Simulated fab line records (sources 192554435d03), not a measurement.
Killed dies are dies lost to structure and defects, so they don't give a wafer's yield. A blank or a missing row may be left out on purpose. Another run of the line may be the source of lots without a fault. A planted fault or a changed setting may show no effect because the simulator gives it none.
Which of the tools did it?	flow n5Finfet	9 lots, 27 wafers sampled, at 5 steps of a route of 1938

## WHAT EACH GAUGE READ, for each wafer
N5_BEOL_M4_RC_MEAS_101.
lot	measured	on	DIBL_N (mV/V)
L839	day 8 15:29	prober-01	35.6 39.3 37.9
L848	day 10 14:34	prober-01	34.5 36.8 36.8
L849	day 10 15:20	prober-01	36.0 36.2 37.3
L850	day 11 11:31	prober-02	34.3 39.5 32.7
L853	day 11 15:32	prober-01	33.4 32.9 36.4
L854	day 11 20:48	prober-02	38.6 33.9 39.1
L856	day 12 05:58	prober-01	33.1 32.3 33.5
L859	day 13 15:20	prober-01	35.9 39.2 35.8
L861	day 14 15:19	prober-01	35.5 32.7 35.4

## EACH LOT AND THE TOOL THAT RAN IT (in order: tool; ch and the chambers of the sampled wafers; start)
lot	N5_ZERO_LAYER_ETCH_18	N5_ZERO_LAYER_STRIP_24	N5_PMOS_HMC_CHANNEL_EPI_COAT_03	N5_PMOS_HMC_CHANNEL_EPI_DESCUM_14
L839	rieSi-05 ch 0,1, day 1 13:07	plasmaAsher-01 ch 0, day 1 13:13	lithoTrack-01 ch 0, day 1 17:22	rieDiel-04 ch 1,2,3, day 1 18:05
L848	rieSi-03 ch 0,2, day 3 18:49	plasmaAsher-01 ch 0,1, day 3 18:55	lithoTrack-01 ch 0, day 3 23:07	rieDiel-02 ch 1,2,3, day 3 23:26
L849	rieSi-03 ch 0,1,3, day 4 00:49	plasmaAsher-02 ch 0,1, day 4 00:55	lithoTrack-02 ch 0, day 4 04:53	rieDiel-02 ch 0,1,2, day 4 05:19
L850	rieSi-02 ch 0,3, day 4 06:48	plasmaAsher-02 ch 0,1, day 4 06:56	lithoTrack-01 ch 0, day 4 11:21	rieDiel-06 ch 0,1, day 4 11:39
L853	rieSi-03 ch 1,2,3, day 5 00:55	plasmaAsher-01 ch 0,1, day 5 01:01	lithoTrack-04 ch 0, day 5 04:58	rieDiel-02 ch 1,3, day 5 05:23
L854	rieSi-05 ch 1,2,3, day 5 06:55	plasmaAsher-01 ch 0,1, day 5 07:01	lithoTrack-02 ch 0, day 5 11:14	rieDiel-04 ch 0,3, day 5 11:40
L856	rieSi-02 ch 1,3, day 5 18:47	plasmaAsher-02 ch 0,1, day 5 18:53	lithoTrack-02 ch 0, day 5 22:47	rieDiel-04 ch 0,1,2, day 5 23:13
L859	rieSi-05 ch 0,2,3, day 6 13:01	plasmaAsher-01 ch 0,1, day 6 13:08	lithoTrack-04 ch 0, day 6 17:35	rieDiel-04 ch 0,1,3, day 6 18:03
L861	rieSi-02 ch 0,1,2, day 7 00:55	plasmaAsher-01 ch 0,1, day 7 01:01	lithoTrack-04 ch 0, day 7 05:05	rieDiel-06 ch 0,2,3, day 7 05:31
- N5_ZERO_LAYER_ETCH_18: etches Si in HBr/Cl2, target depth 120 nm, time 40 s.
- N5_ZERO_LAYER_STRIP_24: strips in O2.
- N5_PMOS_HMC_CHANNEL_EPI_COAT_03: resist thk 205 nm.
- N5_PMOS_HMC_CHANNEL_EPI_DESCUM_14: chemistry O2, time 7.9 s.

## THE ANSWER, worked out from the rows above alone
Rule: the usual values come from the lots themselves. Put in order of their means at a reading, lots are off if they are a third of the lots or fewer, leave a main group of 4 or more, and stand apart from it by a gap of 3 or more times the standard deviation of the main group's means; of several such gaps the widest counts. If all means in a main group match to the digits the tables above print for the reading, that group is not used. Also off: a lot with no number at a reading for which 4 or more lots have one. The other lots that the step has rows for count as sound.
No lot is off at any reading shown: from this, nothing can be told.

## WHAT THE SIMULATOR HAD INSERTED
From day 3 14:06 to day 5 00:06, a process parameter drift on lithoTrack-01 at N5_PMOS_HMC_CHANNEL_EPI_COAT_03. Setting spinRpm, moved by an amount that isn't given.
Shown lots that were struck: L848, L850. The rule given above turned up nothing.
